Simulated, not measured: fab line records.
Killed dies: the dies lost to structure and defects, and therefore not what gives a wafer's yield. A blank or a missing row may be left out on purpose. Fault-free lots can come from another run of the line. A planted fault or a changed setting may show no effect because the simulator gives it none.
Which tool was responsible? / flow nand harc / 12 lots, 36 wafers sampled, at 1 step of a route of 1302

## WHAT THE GAUGES READ, wafer by wafer
NHARC_A_SLIT_CD_MEAS_21.
lot=L075; measured=day 20 22:10; on=cd sem-01; cd nm (nm)=288.6 288.8 287.8
lot=L077; measured=day 21 02:04; on=cd sem-01; cd nm (nm)=289.5 288.9 289.6
lot=L076; measured=day 21 19:35; on=cd sem-01; cd nm (nm)=289.0 289.6 289.1
lot=L082; measured=day 23 03:57; on=cd sem-03; cd nm (nm)=290.2 290.3 289.8
lot=L083; measured=day 24 00:14; on=cd sem-02; cd nm (nm)=288.1 288.1 288.2
lot=L085; measured=day 24 14:29; on=cd sem-03; cd nm (nm)=288.9 288.9 289.2
lot=L087; measured=day 25 11:11; on=cd sem-03; cd nm (nm)=289.4 288.8 289.2
lot=L088; measured=day 26 09:20; on=cd sem-03; cd nm (nm)=289.7 290.1 290.3
lot=L091; measured=day 27 12:34; on=cd sem-03; cd nm (nm)=289.7 289.8 290.1
lot=L094; measured=day 28 06:45; on=cd sem-03; cd nm (nm)=290.7 290.1 290.3
lot=L093; measured=day 28 21:44; on=cd sem-03; cd nm (nm)=291.0 290.0 291.1
lot=L097; measured=day 29 14:51; on=cd sem-02; cd nm (nm)=288.5 288.7 288.5

## WHICH TOOL RAN EACH LOT (tool, then ch and the chambers of the sampled wafers, then the start)
The record shows no process step preceding these readings.

## THE ANSWER, worked out from the rows above alone
Rule: usual is defined by the lots themselves. Put in order of their means at a reading, lots are off if they are a third of the lots or fewer, leave a main group of 4 or more, and stand apart from it by a gap of 3 or more times the standard deviation of the main group's means; of several such gaps the widest counts. A main group whose means are all the same, to the digits that the tables above print for the reading, isn't used. A lot without any number at a reading at which 4 lots or more have one is off too. Where the step has rows for the other lots, those lots are counted as sound.
No lot is off on any of the readings shown, so nothing can be concluded from this.

## WHAT THE SIMULATOR HAD PUT IN
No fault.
